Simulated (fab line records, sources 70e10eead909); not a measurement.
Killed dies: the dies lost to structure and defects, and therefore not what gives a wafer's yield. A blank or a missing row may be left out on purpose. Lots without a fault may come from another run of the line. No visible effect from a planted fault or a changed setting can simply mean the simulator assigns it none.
fab line records    flow nand-harc    part 2 of 2: steps 5 to 6 of 6
[record] lots = 20  wafers = 60  last-day = 33
route steps=1302 shown P_GATE@156 P_CONTACT@235 P_M1@299
lots with no fault: from the same line, run without faults
start-h: hours from the record's opening day to when the first of the lot's shown wafers began    wait-h: hours from the lot's prior step to this one    " repeats the value in the row above    L1.1+2: a single row standing in for several wafers    - no value, or no start was given    * or withheld: withheld    < > ~ a bound
route shown NAME@n: a module of which the file shows steps, and the number in the route of the first    usual: mean/standard deviation taken from wafers without a fault    same: alike in all rows    chamber/n: place in a boat    sites: each site's reading    _std_site: their standard deviation    _edge_site: mean of outer sites minus mean of inner sites    radius-mm: for every site, how far away it sits from the centre of the wafer    mask NAME#n: copy n    behind: the most recent tool/chamber to have shaped the wafer    hold: why the lot went on hold/how many hours it stayed there/how the hold came to an end    device: names the non-switching transistor (n, p or np)    end of line: at the end of the route, the tests of the same wafers    for a step that has no rows: nothing shown but its recipe    killed: dies that structure and defects cost at the first sort, which is not the same as the wafer's yield    map: the dies of a wafer, with x for killed, . for not killed, _ for no die there
set.NAME: setting as actually run; set.NAME@STEP: the setting as run at that earlier step    model.NAME: the simulator's own value behind a step, which no gauge read
one table for each step of the route and one row for each wafer, over a sample of lots
services: a tool's chamber out of use, with start hour (start-h, from the record's first day; less than 0 if before it), hours out, and reason
[[steps]]
[step NHARC_P_M1_ETCH_28]
[recipe] target-depth-a = 300  over-etch-frac = 0.3  time-s = 72.99  ion-energy-ev = 150  cf4-flow-sccm = 50  n2-flow-sccm = 100  ar-flow-sccm = 150  rf-w = 300  bias-w = 100  chemistry = CF4/N2
[usual] drypump-motor-current-A = 6.2/0.3  mfc-ar-sccm = 150.0/0.44  oes-product-au = 1.002/0.007  rf-vpp-V = 314.4/2  showerhead-plenum-p-Torr = 2.64/0.11  throttle-valve-pct = 19.794/0.0092
lot.wafer  tool         chamber  start-h  wait-h  drypump-motor-current-A  mfc-ar-sccm  oes-product-au  rf-hours-counter-h  rf-vpp-V  showerhead-plenum-p-Torr  throttle-valve-pct
L074.4     rie-diel-13  3        -        -       5.9                      149.6        0.999           8                   317.0     2.80                      19.786
L074.3     "            0        "        "       6.5                      150.5        1.000           7                   313.4     2.56                      19.795
L074.6     "            1        "        "       6.3                      150.0        1.001           -                   315.6     2.74                      19.787
L075.3     rie-diel-12  2        -        -       6.3                      151.0        1.000           5                   311.4     2.47                      19.801
L075.4     "            0        "        "       6.2                      149.7        1.010           4                   315.0     2.76                      19.785
L075.5     "            2        "        "       6.3                      150.5        0.999           -                   310.1     2.47                      19.811
L076.4     rie-diel-12  3        -        -       6.5                      149.8        1.002           4                   315.4     2.65                      19.800
L076.5     "            3        "        "       6.5                      149.9        1.001           -                   314.1     2.65                      19.789
L076.6     "            0        "        "       6.2                      150.4        1.003           -                   314.6     2.76                      19.792
L078.2     rie-diel-12  1        -        -       5.7                      149.5        1.010           7                   313.6     2.59                      19.792
L078.4     "            2        "        "       6.3                      149.8        1.003           6                   313.4     2.47                      19.802
L078.6     "            2        "        "       6.3                      149.9        1.000           -                   312.4     2.47                      19.786
L079.3     rie-diel-12  2        -        -       6.3                      149.8        1.005           6                   310.8     2.46                      19.798
L079.1     "            0        "        "       6.2                      150.1        1.013           6                   315.2     2.76                      19.798
L079.5     "            1        "        "       5.7                      149.8        1.010           -                   311.9     2.59                      19.810
L080.4     rie-diel-12  0        -        -       6.2                      150.2        1.009           9                   316.4     2.76                      19.786
L080.1     "            1        "        "       5.7                      150.0        1.009           7                   312.9     2.59                      19.799
L080.5     "            0        "        "       6.3                      149.1        1.004           -                   316.4     2.76                      19.793
L081.4     rie-diel-12  3        -        -       6.5                      150.7        1.004           9                   314.9     2.65                      19.774
L081.1     "            0        "        "       6.2                      149.8        0.999           10                  316.7     2.76                      19.784
L081.2     "            2        "        "       6.3                      149.9        0.996           9                   311.2     2.46                      19.779
L083.4     rie-diel-13  0        -        -       6.6                      150.7        1.011           3                   313.9     2.56                      19.803
L083.1     "            2        "        "       5.7                      149.7        1.011           3                   314.7     2.64                      19.798
L083.6     "            3        "        "       5.9                      150.0        1.004           -                   317.2     2.80                      19.779
L084.1     rie-diel-13  1        -        -       6.3                      150.4        0.988           3                   316.7     2.74                      19.804
L084.6     "            0        "        "       6.6                      149.6        0.997           -                   311.2     2.56                      19.804
L084.5     "            1        "        "       6.3                      149.9        0.998           -                   315.5     2.74                      19.803
L085.3     rie-diel-12  0        -        -       6.3                      150.0        0.998           13                  317.6     2.76                      19.801
L085.1     "            2        "        "       6.3                      150.3        1.002           12                  310.0     2.46                      19.797
L085.5     "            0        "        "       6.3                      150.4        1.006           -                   315.4     2.76                      19.803
L089.2     rie-diel-13  3        -        -       5.9                      150.0        1.013           6                   316.6     2.80                      19.792
L089.3     "            1        "        "       6.3                      149.3        0.994           5                   315.5     2.74                      19.785
L089.5     "            2        "        "       5.8                      150.9        1.003           -                   314.3     2.64                      19.796
L088.2     rie-diel-13  0        -        -       6.6                      149.9        1.007           5                   312.2     2.56                      19.787
L088.6     "            0        "        "       6.6                      149.7        1.003           -                   313.8     2.56                      19.793
L088.5     "            1        "        "       6.4                      150.5        0.991           -                   316.0     2.74                      19.794
L090.1     rie-diel-13  1        -        -       6.3                      149.8        0.997           6                   316.7     2.74                      19.797
L090.2     "            0        "        "       6.6                      149.8        0.997           5                   313.9     2.56                      19.779
L090.6     "            2        "        "       5.7                      149.9        0.998           -                   315.1     2.64                      19.804
L091.3     rie-diel-12  3        -        -       6.5                      149.7        0.990           2                   316.3     2.64                      19.782
L091.2     "            2        "        "       6.3                      150.2        0.993           2                   311.8     2.46                      19.801
L091.5     "            0        "        "       6.3                      150.0        0.997           -                   315.2     2.75                      19.803
L092.4     rie-diel-12  2        -        -       6.3                      149.6        0.986           2                   311.5     2.46                      19.786
L092.6     "            2        "        "       6.3                      150.3        0.992           -                   309.3     2.46                      19.793
L092.5     "            3        "        "       6.5                      150.3        0.995           -                   316.4     2.64                      19.783
L093.4     rie-diel-12  2        -        -       6.3                      150.2        0.996           3                   309.8     2.46                      19.799
L093.6     "            2        "        "       6.3                      150.1        0.996           -                   310.9     2.46                      19.792
L093.5     "            3        "        "       6.5                      149.6        0.998           -                   314.4     2.64                      19.805
L094.4     rie-diel-12  0        -        -       6.3                      149.4        1.004           4                   317.0     2.75                      19.796
L094.3     "            1        "        "       5.7                      150.6        1.002           4                   313.3     2.58                      19.794
L094.1     "            2        "        "       6.3                      149.8        0.995           3                   310.9     2.46                      19.787
L095.1     rie-diel-12  0        -        -       6.3                      150.2        0.994           5                   315.1     2.75                      19.793
L095.2     "            3        "        "       6.5                      149.4        0.980           5                   313.7     2.64                      19.802
L095.6     "            1        "        "       5.7                      149.8        1.003           -                   313.6     2.58                      19.794
L096.2     rie-diel-12  2        -        -       6.3                      150.7        0.998           5                   311.2     2.46                      19.800
L096.5     "            1        "        "       5.7                      150.6        1.000           -                   313.4     2.58                      19.787
L096.6     "            2        "        "       6.3                      150.9        0.993           -                   310.5     2.46                      19.781
L097.1     rie-diel-13  1        354.52   0.3     6.4                      149.5        0.995           0                   315.0     2.74                      19.789
L097.2     "            0        "        "       6.6                      149.8        1.001           0                   312.7     2.56                      19.809
L097.5     "            0        "        "       6.6                      149.9        1.000           -                   313.2     2.56                      19.799
[step NHARC_P_M1_PVD_20]
[recipe] target-thk-a = 50  bias-v = 168.6  power-w = 15000  chamber-pressure-pa = 0.12  time-s = 8.06  substrate-temp-c = 50  material = TaN
[usual] cathode-dc-power-W = 15000/2.8  throttle-valve-pct = 29.6/1.3
lot.wafer  tool            chamber  start-h  wait-h  cathode-dc-power-W  throttle-valve-pct
L074.4     pvd-sputter-02  -        -        -       14997               30.6
L074.3     "               -        "        "       15000               29.6
L074.6     "               -        "        "       14998               30.5
L075.4     pvd-sputter-01  -        -        -       15005               29.6
L075.3     "               -        "        "       15002               29.1
L075.5     "               -        "        "       15005               29.5
L076.4     pvd-sputter-02  -        -        -       15004               29.5
L076.5     "               -        "        "       14995               29.3
L076.6     "               -        "        "       14998               30.8
L078.2     pvd-sputter-02  -        -        -       14996               29.8
L078.4     "               -        "        "       15004               29.2
L078.6     "               -        "        "       15000               29.6
L079.3     pvd-sputter-01  -        -        -       15000               27.6
L079.1     "               -        "        "       15002               29.6
L079.5     "               -        "        "       14999               29.2
L080.1     pvd-sputter-03  -        -        -       14999               27.4
L080.4     "               -        "        "       14994               30.8
L080.5     "               -        "        "       14998               31.2
L081.2     pvd-sputter-03  -        -        -       14995               27.4
L081.4     "               -        "        "       14998               30.7
L081.1     "               -        "        "       14999               30.9
L083.4     pvd-sputter-03  -        -        -       15003               30.4
L083.1     "               -        "        "       15003               27.5
L083.6     "               -        "        "       14999               27.4
L084.1     pvd-sputter-03  -        -        -       15002               27.2
L084.5     "               -        "        "       14999               31.0
L084.6     "               -        "        "       14999               30.3
L085.1     pvd-sputter-01  -        -        -       15001               27.3
L085.3     "               -        "        "       15002               30.5
L085.5     "               -        "        "       15001               29.2
L089.3     pvd-sputter-03  -        -        -       15002               30.7
L089.2     "               -        "        "       15001               30.9
L089.5     "               -        "        "       14998               30.7
L088.2     pvd-sputter-01  -        -        -       15007               28.9
L088.5     "               -        "        "       14998               30.4
L088.6     "               -        "        "       15000               27.0
L090.1     pvd-sputter-03  -        -        -       14999               30.4
L090.2     "               -        "        "       14997               30.8
L090.6     "               -        "        "       15002               30.3
L091.2     pvd-sputter-03  -        -        -       15000               30.2
L091.3     "               -        "        "       15003               31.1
L091.5     "               -        "        "       15003               30.3
L092.4     pvd-sputter-01  -        -        -       15000               29.2
L092.6     "               -        "        "       15003               29.1
L092.5     "               -        "        "       15000               30.5
L093.4     pvd-sputter-01  -        -        -       15005               30.6
L093.6     "               -        "        "       14994               29.1
L093.5     "               -        "        "       14998               30.4
L094.3     pvd-sputter-02  -        -        -       14996               30.6
L094.1     "               -        "        "       14998               30.0
L094.4     "               -        "        "       15004               29.1
L095.1     pvd-sputter-01  -        -        -       14994               30.2
L095.2     "               -        "        "       15004               29.2
L095.6     "               -        "        "       14997               27.2
L096.2     pvd-sputter-02  -        -        -       15004               29.1
L096.5     "               -        "        "       14998               29.9
L096.6     "               -        "        "       15000               30.9
L097.2     pvd-sputter-02  -        -        -       15001               30.0
L097.1     "               -        "        "       15003               30.7
L097.5     "               -        "        "       14997               30.8
[[services]]
tool         chamber  start-h  hours  kind
rie-diel-05  3        90.79    4.4    repair
rie-diel-12  -        91.40    9.0    pm
rie-diel-10  1        118.89   4.1    repair
rie-diel-05  0        119.39   14.6   repair
rie-diel-05  2        146.39   7.0    repair
rie-diel-13  -        165.00   9.0    pm
rie-diel-10  2        166.30   3.0    repair
rie-diel-12  1        173.94   7.1    repair
rie-diel-10  2        183.06   2.9    repair
rie-diel-05  3        195.47   11.0   repair
rie-diel-05  2        218.37   5.3    repair
rie-diel-05  -        229.60   9.0    pm
rie-diel-10  -        242.50   9.0    pm
rie-diel-11  -        255.50   9.0    pm
rie-diel-12  2        255.51   5.7    repair
rie-diel-13  0        256.77   7.8    repair
rie-diel-12  -        268.43   9.0    pm
rie-diel-11  -        292.48   0.6    repair
rie-diel-12  1        300.33   3.0    repair
rie-diel-10  1        300.71   1.4    repair
rie-diel-13  1        316.87   15.2   repair
rie-diel-05  -        331.08   0.5    repair
rie-diel-12  3        334.15   5.4    repair
rie-diel-13  -        342.00   9.0    pm
